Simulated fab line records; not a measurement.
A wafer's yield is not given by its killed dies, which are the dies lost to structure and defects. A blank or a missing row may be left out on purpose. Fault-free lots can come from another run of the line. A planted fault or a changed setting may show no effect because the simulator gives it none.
fab line records ; flow nand_harc
record lots=24; wafers=72; last_day=24
route steps=1159 shown P_M1@306 P_M2@334
lots that met no fault: from a run of the same line without faults
start_h: the number of hours between the record's first day and the start of the first shown wafer of the lot ; wait_h: how many hours have passed since the lot's step before this one ; " identical to the entry in the row above ; L1.1+2: one row covering several wafers at once ; - either no value or no given start ; * or withheld: withheld ; < > ~ a bound
route shown NAME@n: names a module that has steps shown in the file, with the first one's number in the route ; usual: average and standard deviation across the fault-free wafers ; same: alike in all rows ; chamber/n: place in a boat ; sites: readings site by site ; _std_site: standard deviation of those values ; _edge_site: outer sites' mean less inner sites' ; radius_mm: how far each site lies from the wafer's centre ; mask NAME#n: copy n ; behind: the tool/chamber that last shaped the wafer ; hold: reason for holding the lot/hours on hold/outcome of the hold ; device: which transistor (n, p or np) failed to switch ; end of line: the route-end tests of the same wafers ; a step with no rows: only its recipe ; killed: not the wafer's yield, but the dies lost to structure and defects at the first sort ; map: a wafer's dies, x killed, . not, _ none there
set.NAME: the setting the step ran with; set.NAME@STEP: the setting that earlier step ran with ; model.NAME: the simulator's own value behind a step, which no gauge read
a sample of lots followed through the steps of the route, with each step as a table and each wafer as a row
services: from which hour (start_h, from the record's first day; less than 0 if before it) a tool's chamber was out of use, for how many hours, and why
## steps
# step NHARC_P_M1_PRE_CLEAN_30
# recipe time_s=30; temp_c=280; gas=H2/He
# usual heater_power_w=423/39
lot.wafer;tool;chamber;start_h;wait_h;heater_power_w
L074.3;pvd_sputter-03;-;-;-;406
L074.1;pvd_sputter-03;-;-;-;440
L074.5;pvd_sputter-03;-;-;-;425
L075.2;pvd_sputter-02;-;-;-;434
L075.1;pvd_sputter-02;-;-;-;433
L075.3;pvd_sputter-02;-;-;-;379
L078.1;pvd_sputter-03;-;-;-;409
L078.4;pvd_sputter-03;-;-;-;465
L078.6;pvd_sputter-03;-;-;-;430
L076.2;pvd_sputter-02;-;-;-;379
L076.3;pvd_sputter-02;-;-;-;447
L076.6;pvd_sputter-02;-;-;-;404
L077.1;pvd_sputter-03;-;-;-;408
L077.2;pvd_sputter-03;-;-;-;435
L077.3;pvd_sputter-03;-;-;-;475
L080.4;pvd_sputter-01;-;-;-;450
L080.1;pvd_sputter-01;-;-;-;524
L080.5;pvd_sputter-01;-;-;-;440
L079.3;pvd_sputter-01;-;-;-;408
L079.4;pvd_sputter-01;-;-;-;456
L079.6;pvd_sputter-01;-;-;-;412
L082.2;pvd_sputter-03;-;-;-;396
L082.5;pvd_sputter-03;-;-;-;489
L082.6;pvd_sputter-03;-;-;-;432
L081.2;pvd_sputter-02;-;-;-;436
L081.1;pvd_sputter-02;-;-;-;432
L081.4;pvd_sputter-02;-;-;-;379
L085.2;pvd_sputter-03;-;-;-;424
L085.3;pvd_sputter-03;-;-;-;393
L085.6;pvd_sputter-03;-;-;-;386
L083.4;pvd_sputter-03;-;-;-;431
L083.5;pvd_sputter-03;-;-;-;394
L083.6;pvd_sputter-03;-;-;-;424
L084.4;pvd_sputter-03;-;-;-;425
L084.3;pvd_sputter-03;-;-;-;481
L084.5;pvd_sputter-03;-;-;-;419
L087.1;pvd_sputter-02;-;-;-;387
L087.6;pvd_sputter-02;-;-;-;434
L087.5;pvd_sputter-02;-;-;-;424
L086.3;pvd_sputter-02;-;-;-;388
L086.2;pvd_sputter-02;-;-;-;408
L086.5;pvd_sputter-02;-;-;-;370
L089.3;pvd_sputter-02;-;-;-;444
L089.1;pvd_sputter-02;-;-;-;440
L089.4;pvd_sputter-02;-;-;-;396
L088.1;pvd_sputter-03;-;-;-;393
L088.2;pvd_sputter-03;-;-;-;430
L088.4;pvd_sputter-03;-;-;-;472
L090.4;pvd_sputter-02;-;-;-;402
L090.6;pvd_sputter-02;-;-;-;399
L090.5;pvd_sputter-02;-;-;-;365
L091.4;pvd_sputter-03;-;-;-;479
L091.2;pvd_sputter-03;-;-;-;436
L091.5;pvd_sputter-03;-;-;-;433
L092.4;pvd_sputter-01;-;-;-;453
L092.5;pvd_sputter-01;-;-;-;361
L092.6;pvd_sputter-01;-;-;-;402
L093.2;pvd_sputter-01;-;-;-;407
L093.1;pvd_sputter-01;-;-;-;465
L093.3;pvd_sputter-01;-;-;-;350
L094.1;pvd_sputter-01;-;-;-;527
L094.3;pvd_sputter-01;-;-;-;374
L094.2;pvd_sputter-01;-;-;-;445
L096.1;pvd_sputter-02;-;-;-;455
L096.4;pvd_sputter-02;-;-;-;391
L096.6;pvd_sputter-02;-;-;-;449
L095.4;pvd_sputter-02;-;-;-;393
L095.3;pvd_sputter-02;-;-;-;365
L095.6;pvd_sputter-02;-;-;-;456
L097.1;pvd_sputter-03;-;-;-;438
L097.4;pvd_sputter-03;-;-;-;435
L097.5;pvd_sputter-03;-;-;-;426
# step NHARC_P_M1_PVD_21
# recipe target_thk_a=300; chamber_pressure_pa=5; power_w=5000; substrate_temp_c=30; time_s=20.49; material=Cu
# usual throttle_valve_pct=30.0/0.78
lot.wafer;tool;chamber;start_h;wait_h;throttle_valve_pct
L074.3;pvd_sputter-03;-;-;-;30.4
L074.1;pvd_sputter-03;-;-;-;29.5
L074.5;pvd_sputter-03;-;-;-;30.6
L075.1;pvd_sputter-02;-;-;-;29.9
L075.2;pvd_sputter-02;-;-;-;30.4
L075.3;pvd_sputter-02;-;-;-;29.4
L078.1;pvd_sputter-03;-;-;-;29.4
L078.4;pvd_sputter-03;-;-;-;29.2
L078.6;pvd_sputter-03;-;-;-;31.0
L076.3;pvd_sputter-02;-;-;-;29.8
L076.2;pvd_sputter-02;-;-;-;30.4
L076.6;pvd_sputter-02;-;-;-;29.5
L077.2;pvd_sputter-03;-;-;-;29.2
L077.1;pvd_sputter-03;-;-;-;29.1
L077.3;pvd_sputter-03;-;-;-;30.4
L080.1;pvd_sputter-01;-;-;-;30.4
L080.4;pvd_sputter-01;-;-;-;31.9
L080.5;pvd_sputter-01;-;-;-;29.9
L079.4;pvd_sputter-01;-;-;-;30.7
L079.3;pvd_sputter-01;-;-;-;29.8
L079.6;pvd_sputter-01;-;-;-;30.4
L082.2;pvd_sputter-03;-;-;-;30.6
L082.5;pvd_sputter-03;-;-;-;30.2
L082.6;pvd_sputter-03;-;-;-;30.5
L081.2;pvd_sputter-02;-;-;-;29.5
L081.1;pvd_sputter-02;-;-;-;30.1
L081.4;pvd_sputter-02;-;-;-;30.4
L085.2;pvd_sputter-03;-;-;-;30.6
L085.3;pvd_sputter-03;-;-;-;30.0
L085.6;pvd_sputter-03;-;-;-;29.0
L083.4;pvd_sputter-03;-;-;-;29.0
L083.6;pvd_sputter-03;-;-;-;30.4
L083.5;pvd_sputter-03;-;-;-;28.9
L084.4;pvd_sputter-03;-;-;-;28.7
L084.3;pvd_sputter-03;-;-;-;30.5
L084.5;pvd_sputter-03;-;-;-;30.2
L087.1;pvd_sputter-02;-;-;-;29.4
L087.6;pvd_sputter-02;-;-;-;30.2
L087.5;pvd_sputter-02;-;-;-;29.8
L086.2;pvd_sputter-02;-;-;-;30.1
L086.3;pvd_sputter-02;-;-;-;29.7
L086.5;pvd_sputter-02;-;-;-;29.2
L089.1;pvd_sputter-02;-;-;-;30.4
L089.4;pvd_sputter-02;-;-;-;28.9
L089.3;pvd_sputter-02;-;-;-;29.7
L088.2;pvd_sputter-03;-;-;-;30.4
L088.1;pvd_sputter-03;-;-;-;29.0
L088.4;pvd_sputter-03;-;-;-;30.3
L090.4;pvd_sputter-02;-;-;-;29.1
L090.5;pvd_sputter-02;-;-;-;30.1
L090.6;pvd_sputter-02;-;-;-;29.6
L091.2;pvd_sputter-03;-;-;-;30.6
L091.4;pvd_sputter-03;-;-;-;29.0
L091.5;pvd_sputter-03;-;-;-;30.4
L092.4;pvd_sputter-01;-;-;-;32.6
L092.6;pvd_sputter-01;-;-;-;32.2
L092.5;pvd_sputter-01;-;-;-;29.9
L093.2;pvd_sputter-01;-;-;-;29.6
L093.3;pvd_sputter-01;-;-;-;29.7
L093.1;pvd_sputter-01;-;-;-;29.7
L094.1;pvd_sputter-01;-;-;-;29.7
L094.3;pvd_sputter-01;-;-;-;29.8
L094.2;pvd_sputter-01;-;-;-;29.5
L096.1;pvd_sputter-02;-;-;-;30.1
L096.4;pvd_sputter-02;-;-;-;30.4
L096.6;pvd_sputter-02;-;-;-;30.5
L095.4;pvd_sputter-02;-;-;-;29.8
L095.3;pvd_sputter-02;-;-;-;29.4
L095.6;pvd_sputter-02;-;-;-;29.9
L097.4;pvd_sputter-03;-;-;-;30.5
L097.1;pvd_sputter-03;-;-;-;30.2
L097.5;pvd_sputter-03;-;-;-;30.3
# step NHARC_P_M2_CD_MEAS_16
# usual cd_nm=169.9/1.3
lot.wafer;tool;chamber;start_h;wait_h;cd_nm
L074.1;cd_sem-01;-;114.84;-;169.5
L074.3;cd_sem-01;-;114.84;-;168.2
L074.5;cd_sem-01;-;114.84;-;170.9
L075.1;cd_sem-02;-;134.32;-;171.1
L075.2;cd_sem-02;-;134.32;-;171.6
L075.3;cd_sem-02;-;134.32;-;172.4
L078.1;cd_sem-03;-;148.12;-;171.6
L078.4;cd_sem-03;-;148.12;-;170.0
L078.6;cd_sem-03;-;148.12;-;171.0
L076.2;cd_sem-01;-;148.74;-;171.3
L076.3;cd_sem-01;-;148.74;-;170.4
L076.6;cd_sem-01;-;148.74;-;169.0
L077.1;cd_sem-03;-;148.81;-;169.3
L077.2;cd_sem-03;-;148.81;-;170.2
L077.3;cd_sem-03;-;148.81;-;170.7
L080.1;cd_sem-03;-;157.42;-;168.5
L080.4;cd_sem-03;-;157.42;-;170.2
L080.5;cd_sem-03;-;157.42;-;170.3
L079.3;cd_sem-01;-;158.56;-;170.2
L079.4;cd_sem-01;-;158.56;-;171.2
L079.6;cd_sem-01;-;158.56;-;171.3
L082.2;cd_sem-01;-;167.52;-;168.7
L082.5;cd_sem-01;-;167.52;-;170.0
L082.6;cd_sem-01;-;167.52;-;169.1
L081.1;cd_sem-03;-;170.68;-;170.7
L081.2;cd_sem-03;-;170.68;-;169.0
L081.4;cd_sem-03;-;170.68;-;168.6
L085.2;cd_sem-01;-;185.53;-;170.3
L085.3;cd_sem-01;-;185.53;-;170.6
L085.6;cd_sem-01;-;185.53;-;169.1
L083.4;cd_sem-03;-;186.17;-;169.8
L083.5;cd_sem-03;-;186.17;-;169.7
L083.6;cd_sem-03;-;186.17;-;169.2
L084.3;cd_sem-01;-;188.09;-;168.6
L084.4;cd_sem-01;-;188.09;-;171.3
L084.5;cd_sem-01;-;188.09;-;170.6
L087.1;cd_sem-03;-;197.51;-;169.8
L087.5;cd_sem-03;-;197.51;-;167.2
L087.6;cd_sem-03;-;197.51;-;170.0
L086.2;cd_sem-02;-;198.62;-;169.8
L086.3;cd_sem-02;-;198.62;-;168.1
L086.5;cd_sem-02;-;198.62;-;168.6
L089.1;cd_sem-02;-;208.97;-;171.8
L089.3;cd_sem-02;-;208.97;-;172.2
L089.4;cd_sem-02;-;208.97;-;171.5
L088.1;cd_sem-01;-;209.71;-;171.1
L088.2;cd_sem-01;-;209.71;-;169.9
L088.4;cd_sem-01;-;209.71;-;171.2
L090.4;cd_sem-02;-;228.74;-;169.9
L090.5;cd_sem-02;-;228.74;-;167.5
L090.6;cd_sem-02;-;228.74;-;170.2
L091.2;cd_sem-02;-;229.02;-;168.4
L091.4;cd_sem-02;-;229.02;-;168.0
L091.5;cd_sem-02;-;229.02;-;168.2
L092.4;cd_sem-02;-;234.98;-;167.6
L092.5;cd_sem-02;-;234.98;-;167.7
L092.6;cd_sem-02;-;234.98;-;169.1
L093.1;cd_sem-02;-;239.49;-;170.8
L093.2;cd_sem-02;-;239.49;-;172.4
L093.3;cd_sem-02;-;239.49;-;170.5
L094.1;cd_sem-03;-;245.30;-;169.8
L094.2;cd_sem-03;-;245.30;-;168.3
L094.3;cd_sem-03;-;245.30;-;172.0
L096.1;cd_sem-03;-;257.90;-;169.7
L096.4;cd_sem-03;-;257.90;-;168.0
L096.6;cd_sem-03;-;257.90;-;170.0
L095.3;cd_sem-01;-;259.42;-;170.7
L095.4;cd_sem-01;-;259.42;-;171.9
L095.6;cd_sem-01;-;259.42;-;171.3
L097.1;cd_sem-02;-;259.56;-;168.7
L097.4;cd_sem-02;-;259.56;-;169.6
L097.5;cd_sem-02;-;259.56;-;169.8
# step NHARC_P_M2_STRIP_18
# recipe power_w=1000; n2_flow_sccm=150; h2_flow_sccm=150; ar_flow_sccm=0; bias_w=0; chemistry=N2/H2
# usual drypump_motor_current_A=5.7/0.43; oes_product_au=1.005/0.017; rf_vpp_V=90.5/0.98; showerhead_plenum_p_Torr=2.02/0.1; throttle_valve_pct=14.172/0.0091
lot.wafer;tool;chamber;start_h;wait_h;drypump_motor_current_A;oes_product_au;rf_hours_counter_h;rf_vpp_V;showerhead_plenum_p_Torr;throttle_valve_pct
L074.1;rie_diel-10;3;114.92;0.1;5.5;0.993;23;90.0;1.94;14.188
L074.3;rie_diel-10;1;114.92;0.1;6.8;1.026;24;91.0;2.01;14.165
L074.5;rie_diel-10;3;114.92;0.1;5.5;0.997;-;88.3;1.94;14.181
L075.3;rie_diel-01;0;134.40;0.1;5.3;1.008;5;90.5;1.97;14.178
L075.2;rie_diel-01;2;134.40;0.1;5.9;0.999;6;91.1;2.17;14.184
L075.1;rie_diel-01;3;134.40;0.1;5.8;1.025;6;91.0;1.90;14.175
L078.4;rie_diel-01;0;148.23;0.1;5.3;1.024;0;90.1;1.97;14.168
L078.1;rie_diel-01;1;148.23;0.1;6.1;0.992;0;91.0;2.10;14.163
L078.6;rie_diel-01;0;148.23;0.1;5.3;1.022;-;90.2;1.97;14.180
L076.3;rie_diel-01;0;148.86;0.1;5.3;1.032;0;91.0;1.97;14.187
L076.2;rie_diel-01;1;148.86;0.1;6.1;1.021;0;92.1;2.10;14.168
L076.6;rie_diel-01;3;148.86;0.1;5.8;1.011;-;89.6;1.90;14.178
L077.3;rie_diel-10;1;148.96;0.1;6.7;1.031;30;91.4;2.00;14.176
L077.2;rie_diel-10;2;148.96;0.1;5.3;1.034;30;90.4;1.90;14.169
L077.1;rie_diel-10;3;148.96;0.1;5.5;1.001;29;91.4;1.94;14.170
L080.4;rie_diel-10;0;157.55;0.1;5.3;0.994;29;91.8;2.11;14.168
L080.1;rie_diel-10;1;157.55;0.1;6.7;1.027;32;90.3;2.00;14.166
L080.5;rie_diel-10;2;157.55;0.1;5.4;1.027;-;91.5;1.90;14.155
L079.3;rie_diel-01;3;158.63;0.1;5.7;1.000;1;90.1;1.90;14.169
L079.4;rie_diel-01;1;158.63;0.1;6.1;0.999;1;91.2;2.10;14.158
L079.6;rie_diel-01;3;158.63;0.1;5.7;0.999;-;88.8;1.90;14.172
L082.2;rie_diel-12;3;167.62;0.1;5.3;0.995;48;92.2;2.09;14.168
L082.5;rie_diel-12;2;167.62;0.1;6.1;0.974;-;89.8;2.16;14.170
L082.6;rie_diel-12;3;167.62;0.1;5.3;0.984;-;90.3;2.09;14.181
L081.4;rie_diel-01;3;170.79;0.1;5.7;1.011;1;89.6;1.90;14.169
L081.2;rie_diel-01;0;170.79;0.1;5.3;1.030;1;91.1;1.97;14.170
L081.1;rie_diel-01;1;170.79;0.1;6.1;1.000;1;91.0;2.10;14.169
L085.3;rie_diel-10;1;185.60;0.1;6.8;1.039;0;89.8;2.00;14.178
L085.2;rie_diel-10;0;185.60;0.1;5.3;0.998;0;91.0;2.11;14.173
L085.6;rie_diel-10;2;185.60;0.1;5.4;1.030;-;89.9;1.90;14.179
L083.4;rie_diel-10;3;186.26;0.1;5.5;0.983;0;90.9;1.94;14.173
L083.5;rie_diel-10;2;186.26;0.1;5.3;1.020;-;90.4;1.90;14.164
L083.6;rie_diel-10;3;186.26;0.1;5.5;0.973;-;91.0;1.94;14.153
L084.4;rie_diel-10;1;188.29;0.2;6.8;1.038;1;89.3;2.00;14.171
L084.3;rie_diel-10;2;188.29;0.2;5.3;1.017;0;89.3;1.90;14.177
L084.5;rie_diel-10;3;188.29;0.2;5.5;0.984;-;90.5;1.94;14.178
L087.1;rie_diel-01;3;197.64;0.1;5.8;0.989;2;90.0;1.90;14.179
L087.6;rie_diel-01;1;197.64;0.1;6.1;0.995;-;91.8;2.10;14.186
L087.5;rie_diel-01;2;197.64;0.1;5.8;0.996;-;90.1;2.17;14.182
L086.2;rie_diel-01;3;198.72;0.1;5.8;1.010;2;90.6;1.90;14.165
L086.3;rie_diel-01;0;198.72;0.1;5.3;1.010;2;89.8;1.97;14.166
L086.5;rie_diel-01;2;198.72;0.1;5.9;0.991;-;90.8;2.17;14.161
L089.4;rie_diel-01;1;209.05;0.1;6.1;0.996;3;90.0;2.10;14.180
L089.1;rie_diel-01;2;209.05;0.1;5.9;0.993;2;91.5;2.17;14.164
L089.3;rie_diel-01;3;209.05;0.1;5.8;1.003;3;89.1;1.90;14.170
L088.2;rie_diel-01;1;209.81;0.1;6.1;0.998;3;89.3;2.10;14.178
L088.1;rie_diel-01;2;209.81;0.1;5.9;0.988;3;92.7;2.17;14.176
L088.4;rie_diel-01;3;209.81;0.1;5.8;1.001;3;91.4;1.90;14.169
L090.4;rie_diel-01;2;228.81;0.1;5.9;0.977;3;91.8;2.17;14.168
L090.5;rie_diel-01;2;228.81;0.1;5.9;0.978;-;91.1;2.17;14.189
L090.6;rie_diel-01;3;228.81;0.1;5.8;1.006;-;89.0;1.90;14.169
L091.2;rie_diel-10;2;229.11;0.1;5.3;1.016;10;89.1;1.90;14.180
L091.4;rie_diel-10;3;229.11;0.1;5.5;0.986;11;90.6;1.93;14.163
L091.5;rie_diel-10;2;229.11;0.1;5.3;1.012;-;90.6;1.90;14.176
L092.4;rie_diel-01;2;235.13;0.1;5.8;0.988;3;91.5;2.17;14.174
L092.5;rie_diel-01;3;235.13;0.1;5.7;1.002;-;88.7;1.90;14.159
L092.6;rie_diel-01;0;235.13;0.1;5.3;1.023;-;89.4;1.97;14.168
L093.1;rie_diel-01;0;239.60;0.1;5.3;1.018;4;90.8;1.97;14.173
L093.2;rie_diel-01;1;239.60;0.1;6.1;1.007;4;91.0;2.10;14.173
L093.3;rie_diel-01;2;239.60;0.1;5.9;0.981;3;91.9;2.17;14.184
L094.3;rie_diel-01;3;245.38;0.1;5.8;1.016;4;89.8;1.90;14.169
L094.1;rie_diel-01;0;245.38;0.1;5.3;1.011;4;90.7;1.97;14.173
L094.2;rie_diel-01;1;245.38;0.1;6.1;1.000;4;91.1;2.10;14.156
L096.1;rie_diel-10;3;257.98;0.1;5.5;0.996;16;89.7;1.93;14.194
L096.4;rie_diel-10;2;257.98;0.1;5.3;1.014;15;89.7;1.90;14.189
L096.6;rie_diel-10;3;257.98;0.1;5.5;0.991;-;90.0;1.93;14.180
L095.3;rie_diel-01;2;259.48;0.1;5.9;0.990;4;90.3;2.17;14.159
L095.4;rie_diel-01;3;259.48;0.1;5.8;1.009;5;89.6;1.90;14.153
L095.6;rie_diel-01;2;259.48;0.1;5.9;1.000;-;91.9;2.17;14.179
L097.1;rie_diel-10;1;259.66;0.1;6.7;1.039;14;90.8;2.00;14.155
L097.4;rie_diel-10;3;259.66;0.1;5.5;0.981;16;88.8;1.93;14.168
L097.5;rie_diel-10;0;259.66;0.1;5.3;1.004;-;89.9;2.11;14.159
# step NHARC_P_M2_ETCH_28
# recipe target_depth_a=300; over_etch_frac=0.3; time_s=72.99; ion_energy_ev=150; cf4_flow_sccm=50; n2_flow_sccm=100; ar_flow_sccm=150; rf_w=300; bias_w=100; chemistry=CF4/N2
# usual drypump_motor_current_A=5.7/0.44; oes_product_au=1.004/0.017; rf_vpp_V=313.7/2.1; showerhead_plenum_p_Torr=2.60/0.11; throttle_valve_pct=19.794/0.0099
lot.wafer;tool;chamber;start_h;wait_h;drypump_motor_current_A;oes_product_au;rf_hours_counter_h;rf_vpp_V;showerhead_plenum_p_Torr;throttle_valve_pct
L074.3;rie_diel-10;1;-;-;6.8;1.035;24;314.3;2.59;19.815
L074.1;rie_diel-10;2;-;-;5.3;1.016;24;312.4;2.46;19.792
L074.5;rie_diel-10;0;-;-;5.3;1.008;-;316.6;2.71;19.789
L075.2;rie_diel-01;3;-;-;5.7;1.011;6;310.9;2.46;19.793
L075.3;rie_diel-01;0;-;-;5.3;1.005;5;312.5;2.55;19.795
L075.1;rie_diel-01;1;-;-;6.1;1.009;5;315.3;2.69;19.775
L078.4;rie_diel-01;3;-;-;5.8;1.009;0;312.3;2.46;19.813
L078.1;rie_diel-01;2;-;-;5.9;0.983;0;317.7;2.78;19.798
L078.6;rie_diel-01;0;-;-;5.3;1.018;-;312.6;2.55;19.796
L076.2;rie_diel-01;0;-;-;5.3;1.035;0;313.2;2.55;19.782
L076.3;rie_diel-01;2;-;-;5.8;0.997;0;317.8;2.78;19.785
L076.6;rie_diel-01;1;-;-;6.1;1.004;-;315.1;2.69;19.800
L077.3;rie_diel-10;0;-;-;5.3;0.996;28;314.7;2.71;19.807
L077.1;rie_diel-10;1;-;-;6.7;1.028;30;314.0;2.58;19.788
L077.2;rie_diel-10;2;-;-;5.3;1.032;30;310.6;2.46;19.808
L080.4;rie_diel-10;2;-;-;5.3;1.029;32;310.8;2.46;19.807
L080.1;rie_diel-10;0;-;-;5.3;0.987;29;315.3;2.71;19.800
L080.5;rie_diel-10;2;-;-;5.3;1.024;-;311.4;2.46;19.778
L079.3;rie_diel-01;2;-;-;5.9;0.982;1;316.5;2.78;19.791
L079.4;rie_diel-01;0;-;-;5.3;1.028;1;312.7;2.55;19.806
L079.6;rie_diel-01;1;-;-;6.1;1.003;-;315.7;2.69;19.815
L082.2;rie_diel-12;0;-;-;5.6;0.974;45;315.4;2.71;19.803
L082.6;rie_diel-12;0;-;-;5.6;0.970;-;315.3;2.71;19.790
L082.5;rie_diel-12;1;-;-;5.9;0.984;-;312.9;2.55;19.798
L081.4;rie_diel-01;0;-;-;5.3;1.033;1;312.5;2.55;19.805
L081.1;rie_diel-01;1;-;-;6.1;1.006;1;316.2;2.69;19.798
L081.2;rie_diel-01;3;-;-;5.7;1.010;1;312.2;2.46;19.791
L085.2;rie_diel-10;3;-;-;5.5;0.973;0;312.8;2.50;19.785
L085.3;rie_diel-10;1;-;-;6.7;1.034;0;313.2;2.58;19.788
L085.6;rie_diel-10;2;-;-;5.4;1.012;-;310.2;2.46;19.793
L083.4;rie_diel-10;3;-;-;5.5;0.978;0;311.8;2.50;19.799
L083.6;rie_diel-10;0;-;-;5.3;0.983;-;316.6;2.71;19.787
L083.5;rie_diel-10;1;-;-;6.7;1.026;-;313.6;2.58;19.795
L084.3;rie_diel-10;1;-;-;6.7;1.039;1;313.4;2.58;19.796
L084.4;rie_diel-10;3;-;-;5.5;0.976;1;311.0;2.50;19.781
L084.5;rie_diel-10;1;-;-;6.7;1.042;-;313.1;2.58;19.806
L087.1;rie_diel-01;2;-;-;5.9;0.996;2;317.2;2.78;19.807
L087.5;rie_diel-01;3;-;-;5.7;1.004;-;311.6;2.46;19.800
L087.6;rie_diel-01;0;-;-;5.3;1.012;-;312.1;2.55;19.790
L086.2;rie_diel-01;1;-;-;6.1;0.996;2;315.6;2.69;19.789
L086.3;rie_diel-01;2;-;-;5.9;0.983;2;316.5;2.78;19.785
L086.5;rie_diel-01;3;-;-;5.7;1.002;-;310.0;2.46;19.786
L089.4;rie_diel-01;3;-;-;5.7;0.996;3;312.4;2.46;19.820
L089.3;rie_diel-01;0;-;-;5.3;1.003;3;312.6;2.55;19.793
L089.1;rie_diel-01;1;-;-;6.1;0.991;3;316.2;2.69;19.793
L088.4;rie_diel-01;0;-;-;5.3;1.001;3;312.8;2.55;19.787
L088.2;rie_diel-01;1;-;-;6.1;0.988;3;315.6;2.69;19.773
L088.1;rie_diel-01;2;-;-;5.9;0.978;3;317.4;2.78;19.783
L090.4;rie_diel-01;3;-;-;5.8;1.002;3;311.5;2.46;19.791
L090.6;rie_diel-01;0;-;-;5.3;1.008;-;312.2;2.55;19.804
L090.5;rie_diel-01;1;-;-;6.1;0.995;-;314.2;2.69;19.800
L091.4;rie_diel-10;1;-;-;6.8;1.029;10;313.8;2.58;19.794
L091.2;rie_diel-10;3;-;-;5.5;0.979;11;313.4;2.50;19.788
L091.5;rie_diel-10;1;-;-;6.8;1.025;-;312.8;2.58;19.807
L092.4;rie_diel-01;2;-;-;5.9;0.987;3;317.0;2.78;19.791
L092.6;rie_diel-01;0;-;-;5.3;1.018;-;312.3;2.55;19.788
L092.5;rie_diel-01;1;-;-;6.1;1.014;-;314.7;2.69;19.786
L093.1;rie_diel-01;2;-;-;5.9;0.986;3;316.9;2.78;19.802
L093.2;rie_diel-01;3;-;-;5.7;1.002;4;311.2;2.46;19.798
L093.3;rie_diel-01;0;-;-;5.3;1.019;4;314.3;2.55;19.780
L094.3;rie_diel-01;2;-;-;5.8;0.982;4;316.5;2.78;19.796
L094.2;rie_diel-01;3;-;-;5.7;1.016;4;311.5;2.46;19.788
L094.1;rie_diel-01;1;-;-;6.1;0.989;4;315.0;2.69;19.793
L096.1;rie_diel-10;0;-;-;5.3;1.008;14;315.4;2.71;19.783
L096.4;rie_diel-10;1;-;-;6.8;1.042;14;313.6;2.58;19.790
L096.6;rie_diel-10;1;-;-;6.8;1.043;-;314.3;2.58;19.812
L095.4;rie_diel-01;2;-;-;5.9;0.995;4;317.5;2.78;19.804
L095.3;rie_diel-01;3;-;-;5.7;1.001;5;311.5;2.46;19.804
L095.6;rie_diel-01;1;-;-;6.1;1.006;-;315.1;2.69;19.797
L097.1;rie_diel-10;3;-;-;5.5;0.990;16;312.1;2.50;19.781
L097.4;rie_diel-10;0;-;-;5.3;1.005;15;315.2;2.71;19.793
L097.5;rie_diel-10;0;-;-;5.3;1.001;-;315.4;2.71;19.790
# step NHARC_P_M2_PRE_CLEAN_30
# recipe time_s=30; temp_c=280; gas=H2/He
# usual heater_power_w=425/48
lot.wafer;tool;chamber;start_h;wait_h;heater_power_w
L074.1;pvd_sputter-01;-;-;-;342
L074.3;pvd_sputter-01;-;-;-;399
L074.5;pvd_sputter-01;-;-;-;515
L075.3;pvd_sputter-02;-;-;-;439
L075.1;pvd_sputter-02;-;-;-;430
L075.2;pvd_sputter-02;-;-;-;381
L078.4;pvd_sputter-01;-;-;-;444
L078.1;pvd_sputter-01;-;-;-;526
L078.6;pvd_sputter-01;-;-;-;406
L076.3;pvd_sputter-03;-;-;-;431
L076.2;pvd_sputter-03;-;-;-;436
L076.6;pvd_sputter-03;-;-;-;469
L077.3;pvd_sputter-01;-;-;-;345
L077.1;pvd_sputter-01;-;-;-;458
L077.2;pvd_sputter-01;-;-;-;517
L080.1;pvd_sputter-02;-;-;-;440
L080.4;pvd_sputter-02;-;-;-;380
L080.5;pvd_sputter-02;-;-;-;383
L079.3;pvd_sputter-02;-;-;-;402
L079.4;pvd_sputter-02;-;-;-;435
L079.6;pvd_sputter-02;-;-;-;409
L082.2;pvd_sputter-02;-;-;-;426
L082.6;pvd_sputter-02;-;-;-;388
L082.5;pvd_sputter-02;-;-;-;409
L081.1;pvd_sputter-01;-;-;-;405
L081.2;pvd_sputter-01;-;-;-;447
L081.4;pvd_sputter-01;-;-;-;343
L085.2;pvd_sputter-03;-;-;-;393
L085.3;pvd_sputter-03;-;-;-;437
L085.6;pvd_sputter-03;-;-;-;397
L083.4;pvd_sputter-01;-;-;-;387
L083.5;pvd_sputter-01;-;-;-;363
L083.6;pvd_sputter-01;-;-;-;404
L084.3;pvd_sputter-01;-;-;-;398
L084.4;pvd_sputter-01;-;-;-;519
L084.5;pvd_sputter-01;-;-;-;405
L087.1;pvd_sputter-01;-;-;-;371
L087.6;pvd_sputter-01;-;-;-;539
L087.5;pvd_sputter-01;-;-;-;368
L086.3;pvd_sputter-02;-;-;-;433
L086.2;pvd_sputter-02;-;-;-;441
L086.5;pvd_sputter-02;-;-;-;385
L089.4;pvd_sputter-02;-;-;-;429
L089.1;pvd_sputter-02;-;-;-;382
L089.3;pvd_sputter-02;-;-;-;435
L088.2;pvd_sputter-03;-;-;-;425
L088.1;pvd_sputter-03;-;-;-;439
L088.4;pvd_sputter-03;-;-;-;387
L090.4;pvd_sputter-01;-;-;-;405
L090.5;pvd_sputter-01;-;-;-;366
L090.6;pvd_sputter-01;-;-;-;402
L091.2;pvd_sputter-02;-;-;-;389
L091.4;pvd_sputter-02;-;-;-;438
L091.5;pvd_sputter-02;-;-;-;458
L092.4;pvd_sputter-01;-;-;-;364
L092.6;pvd_sputter-01;-;-;-;522
L092.5;pvd_sputter-01;-;-;-;373
L093.2;pvd_sputter-02;-;-;-;366
L093.1;pvd_sputter-02;-;-;-;401
L093.3;pvd_sputter-02;-;-;-;408
L094.2;pvd_sputter-01;-;-;-;366
L094.3;pvd_sputter-01;-;-;-;386
L094.1;pvd_sputter-01;-;-;-;458
L096.1;pvd_sputter-03;-;-;-;430
L096.4;pvd_sputter-03;-;-;-;395
L096.6;pvd_sputter-03;-;-;-;432
L095.4;pvd_sputter-01;-;-;-;396
L095.3;pvd_sputter-01;-;-;-;522
L095.6;pvd_sputter-01;-;-;-;447
L097.4;pvd_sputter-03;-;-;-;431
L097.1;pvd_sputter-03;-;-;-;482
L097.5;pvd_sputter-03;-;-;-;427
## services
tool;chamber;start_h;hours;kind
rie_diel-01;0;92.30;-;clean
rie_diel-01;1;92.30;-;clean
rie_diel-01;2;92.30;-;clean
rie_diel-01;3;92.30;-;clean
rie_diel-10;0;95.88;4.9;repair
rie_diel-10;3;97.00;3.0;repair
rie_diel-12;0;102.75;2.9;repair
rie_diel-01;0;116.80;-;clean
rie_diel-01;1;116.80;-;clean
rie_diel-01;2;116.80;-;clean
rie_diel-01;3;116.80;-;clean
rie_diel-01;-;137.80;9.0;pm
rie_diel-12;2;143.75;1.7;repair
pvd_sputter-03;-;153.96;10.0;pm
pvd_sputter-01;-;172.68;3.9;repair
rie_diel-10;-;176.51;9.0;pm
pvd_sputter-01;-;176.60;10.0;pm
pvd_sputter-03;-;179.79;0.5;repair
rie_diel-01;-;188.09;1.9;repair
rie_diel-12;-;197.12;5.7;repair
pvd_sputter-01;-;199.13;3.9;repair
rie_diel-12;-;202.83;9.0;pm
pvd_sputter-02;-;214.00;10.0;pm
pvd_sputter-03;-;216.07;5.1;repair
## key
fault none
